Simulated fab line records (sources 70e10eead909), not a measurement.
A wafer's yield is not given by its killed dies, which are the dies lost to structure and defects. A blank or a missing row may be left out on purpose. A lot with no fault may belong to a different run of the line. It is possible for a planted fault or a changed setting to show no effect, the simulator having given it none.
Which tool is to blame? | flow nand harc | 14 lots with 42 wafers sampled at 4 steps, on a route of 1302 steps

== WHAT THE GAUGES READ, wafer by wafer ==
NHARC_A_SLIT_CD_MEAS_21. Usual: 289.8 nm for cd nm, sd 0.64.
lot  | measured     | on        | cd nm (nm)        | flag
L529 | day 19 07:04 | cd sem-02 | 289.9 290.1 290.1 |
L528 | day 19 22:26 | cd sem-02 | 288.1 290.0 289.6 |
L539 | day 23 04:59 | cd sem-03 | 289.7 289.5 289.7 |
L540 | day 23 09:58 | cd sem-03 | 288.7 288.9 289.1 |
L541 | day 23 17:34 | cd sem-02 | 290.1 289.9 288.9 |
L543 | day 25 01:46 | cd sem-02 | 289.9 289.2 289.9 |
L544 | day 25 10:47 | cd sem-01 | 290.3 289.9 290.0 |
L545 | day 25 17:36 | cd sem-02 | 289.7 290.7 290.1 |
L546 | day 26 08:04 | cd sem-03 | 290.3 290.6 289.6 |
L547 | day 26 08:31 | cd sem-02 | 289.7 290.2 289.3 |
L549 | day 27 14:45 | cd sem-01 | 289.8 290.4 289.7 |
L548 | day 27 18:53 | cd sem-03 | 289.8 289.8 290.1 |
L551 | day 28 16:39 | cd sem-02 | 289.7 290.1 289.4 |
L550 | day 28 20:26 | cd sem-02 | 288.5 288.5 289.5 |

NHARC_A_WL_FILL_INSPECT_15. Usual: 490 for raw defect count, sd 160.
lot  | measured     | on                | raw defect count | flag
L529 | day 20 09:09 | defect inspect-01 | 409 478 484      |
L528 | day 20 22:54 | defect inspect-01 | 736 519 648      |
L539 | day 24 07:07 | defect inspect-01 | 657 690 460      |
L540 | day 24 12:34 | defect inspect-01 | 393 405 561      |
L541 | day 24 21:49 | defect inspect-01 | 340 408 427      |
L543 | day 26 05:31 | defect inspect-02 | 321 421 400      |
L544 | day 26 14:03 | defect inspect-02 | 683 796 700      |
L545 | day 26 18:46 | defect inspect-02 | 359 357 685      |
L546 | day 27 10:20 | defect inspect-01 | 341 597 603      |
L547 | day 27 10:20 | defect inspect-02 | 339 320 452      |
L549 | day 28 18:52 | defect inspect-02 | 581 551 597      |
L548 | day 28 19:00 | defect inspect-01 | 312 445 372      |
L551 | day 29 17:28 | defect inspect-02 | 702 948 538      |
L550 | day 29 21:10 | defect inspect-01 | 359 277 329      |

== TOOL THAT RAN EACH LOT (tool first, then ch and the chambers of the sampled wafers, then the start) ==
lot  | NHARC_A_SLIT_ETCH_29               | NHARC_A_WL_FILL_ETCHBACK_17
L529 | rie diel-06 ch 0,2,3, day 19 06:28 | rie metal-03 ch 0,1, day 20 01:28
L528 | rie diel-12 ch 2,3, day 19 21:54   | rie metal-02 ch 0,1, day 20 16:40
L539 | rie diel-10 ch 0,1,3, day 23 04:27 | rie metal-03 ch 1, day 24 00:42
L540 | rie diel-10 ch 1,2, day 23 09:25   | rie metal-03 ch 0,1, day 24 06:10
L541 | rie diel-12 ch 0,2,3, day 23 17:02 | rie metal-01 ch 0, day 24 15:20
L543 | rie diel-06 ch 0,1,3, day 25 01:15 | rie metal-03 ch 0,1, day 25 23:12
L544 | rie diel-12 ch 0,1,3, day 25 10:16 | rie metal-03 ch 0,1, day 26 07:31
L545 | rie diel-10 ch 1,2,3, day 25 17:05 | rie metal-03 ch 0,1, day 26 12:05
L546 | rie diel-10 ch 1,2,3, day 26 07:30 | rie metal-02 ch 0,1, day 27 06:05
L547 | rie diel-06 ch 1,2,3, day 26 07:59 | rie metal-01 ch 0, day 27 03:59
L549 | rie diel-12 ch 0,3, day 27 14:13   | rie metal-02 ch 0,1, day 28 12:32
L548 | rie diel-10 ch 0,1, day 27 18:21   | rie metal-03 ch 0,1, day 28 12:33
L551 | rie diel-10 ch 0,1, day 28 16:07   | rie metal-02 ch 1, day 29 11:14
L550 | rie diel-10 ch 1,2,3, day 28 19:54 | rie metal-01 ch 0,1, day 29 14:46
- NHARC_A_SLIT_ETCH_29: etches the open film in CF4/O2, target depth 100 nm, overetch 10 nm, time 55 s.
- NHARC_A_WL_FILL_ETCHBACK_17: etches the open film in Cl2/BCl3, target depth 4 nm, time 26.7 s.

== AS READ BY THE TOOLS THEMSELVES (means over the sampled wafers that have a number; for cases with no such wafer, the mark the record gives instead) ==
NHARC_A_SLIT_ETCH_29. Usual: cf4 flow sccm 79.97 sccm, standard deviation 0.23; drypump motor current A 5.9 A, standard deviation 0.46; oes product au 1.001 a.u., standard deviation 0.0071; rf vpp V 198.1 V, standard deviation 1.4; showerhead plenum p Torr 1.35 Torr, standard deviation 0.051; throttle valve pct 13.397 %, standard deviation 0.0096.
lot  | tool        | cf4 flow sccm (sccm) | drypump motor current A (A) | oes product au (a.u.) | rf vpp V (V) | showerhead plenum p Torr (Torr) | throttle valve pct (%) | flag
L529 | rie diel-06 | 80.07                | 5.9                         | 0.996                 | 199.2        | 1.37                            | 13.397                 |
L528 | rie diel-12 | 80.29                | 6.0                         | 0.993                 | 198.4        | 1.36                            | 13.395                 |
L539 | rie diel-10 | 80.05                | 5.6                         | 1.005                 | 198.7        | 1.38                            | 13.398                 |
L540 | rie diel-10 | 79.99                | 5.7                         | 1.002                 | 195.4        | 1.29                            | 13.399                 |
L541 | rie diel-12 | 80.18                | 6.3                         | 1.002                 | 197.9        | 1.34                            | 13.399                 |
L543 | rie diel-06 | 80.01                | 5.6                         | 1.005                 | 198.5        | 1.36                            | 13.388                 |
L544 | rie diel-12 | 79.97                | 6.2                         | 1.004                 | 197.0        | 1.32                            | 13.409                 |
L545 | rie diel-10 | 80.10                | 5.6                         | 1.005                 | 197.5        | 1.34                            | 13.395                 |
L546 | rie diel-10 | 79.96                | 5.6                         | 1.005                 | 198.9        | 1.34                            | 13.393                 |
L547 | rie diel-06 | 80.10                | 5.8                         | 0.996                 | 198.2        | 1.39                            | 13.387                 |
L549 | rie diel-12 | 79.85                | 6.6                         | 0.994                 | 197.3        | 1.32                            | 13.393                 |
L548 | rie diel-10 | 79.98                | 5.4                         | 0.999                 | 198.2        | 1.35                            | 13.397                 |
L551 | rie diel-10 | 79.74                | 5.8                         | 1.000                 | 198.6        | 1.37                            | 13.393                 |
L550 | rie diel-10 | 79.72                | 5.6                         | 1.000                 | 197.9        | 1.34                            | 13.396                 |

NHARC_A_WL_FILL_ETCHBACK_17. Usual: chamber pressure mTorr 10.000 mTorr, standard deviation 0.0088; drypump motor current A 5.72 A, standard deviation 0.3; oes product au 1.002 a.u., standard deviation 0.0081.
lot  | tool         | chamber pressure mTorr (mTorr) | drypump motor current A (A) | oes product au (a.u.) | flag
L529 | rie metal-03 | 10.002                         | 5.93                        | 0.991                 |
L528 | rie metal-02 | 10.002                         | 5.63                        | 1.005                 |
L539 | rie metal-03 | -                              | -                           | -                     | OFF
L540 | rie metal-03 | -                              | -                           | -                     | OFF
L541 | rie metal-01 | 10.004                         | 5.19                        | 0.993                 |
L543 | rie metal-03 | 9.993                          | 6.02                        | 1.010                 |
L544 | rie metal-03 | 9.999                          | 6.02                        | 1.013                 |
L545 | rie metal-03 | 10.001                         | 5.93                        | 1.009                 |
L546 | rie metal-02 | 9.988                          | 5.62                        | 1.001                 |
L547 | rie metal-01 | 10.007                         | 5.19                        | 0.995                 |
L549 | rie metal-02 | 9.999                          | 5.60                        | 1.007                 |
L548 | rie metal-03 | 9.997                          | 5.94                        | 1.007                 |
L551 | rie metal-02 | 9.993                          | 5.63                        | 1.001                 |
L550 | rie metal-01 | 10.002                         | 5.53                        | 0.993                 |

== THE ANSWER, worked out from the rows above alone ==
Rule: a lot is off if the mean of its wafers that have a number lies more than 3 standard deviations from the usual mean. A lot without any number at a reading at which 4 lots or more have one is off too. Where the step has rows for the other lots, those lots are counted as sound. After the gauges, taken in route order, come the tools' own readings; for these a lot's mean is taken, as printed above. The first step at which some lot is off is used, and at that step the reading that is off furthest; a lot without a number counts as furthest.
Off: L539, L540, at NHARC_A_WL_FILL_ETCHBACK_17 (chamber pressure mTorr). Without a number there: L539, L540.
A tool fits if, at that step or a process step before it, it ran every lot that is off, and no sound lot after the first of them. Of those tried, none fits.

== WHAT THE SIMULATOR HAD PUT IN ==
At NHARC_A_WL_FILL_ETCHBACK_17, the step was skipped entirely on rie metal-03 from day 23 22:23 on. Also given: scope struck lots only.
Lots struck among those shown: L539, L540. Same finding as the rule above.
